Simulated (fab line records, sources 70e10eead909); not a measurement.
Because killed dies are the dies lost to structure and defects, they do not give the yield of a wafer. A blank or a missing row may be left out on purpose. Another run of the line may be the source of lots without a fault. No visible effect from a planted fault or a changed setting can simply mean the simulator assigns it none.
What tool caused it?    flow nand_harc    6 lots, 18 wafers sampled, at 1 step of a route of 1302

WHAT THE GAUGES SHOWED, per wafer
NHARC_P_START_INSPECT_01.
lot   measured      on                 raw_defect_count
L261  day 2 16:03   defect_inspect-02  1 3 3
L264  day 3 22:02   defect_inspect-01  2 5 3
L272  day 7 06:02   defect_inspect-02  5 7 5
L275  day 8 12:02   defect_inspect-02  5 4 4
L280  day 10 14:02  defect_inspect-02  4 3 4
L282  day 11 10:03  defect_inspect-01  1 4 6

WHICH TOOL RAN EACH LOT (tool, then ch and the chambers of the sampled wafers, then the start)
No process step before these readings appears in the record.

THE ANSWER, worked out from the rows above alone
Rule: usual is defined by the lots themselves. Put in order of their means at a reading, lots are off if they are a third of the lots or fewer, leave a main group of 4 or more, and stand apart from it by a gap of 3 or more times the standard deviation of the main group's means; of several such gaps the widest counts. A main group whose means are all the same, to the digits that the tables above print for the reading, isn't used. Also off: a lot with no number at a reading for which 4 or more lots have one. Where the step has rows for the other lots, those lots are counted as sound.
Across all readings shown, no lot is off: no conclusion can be drawn from this.

WHAT HAD BEEN PUT IN BY THE SIMULATOR
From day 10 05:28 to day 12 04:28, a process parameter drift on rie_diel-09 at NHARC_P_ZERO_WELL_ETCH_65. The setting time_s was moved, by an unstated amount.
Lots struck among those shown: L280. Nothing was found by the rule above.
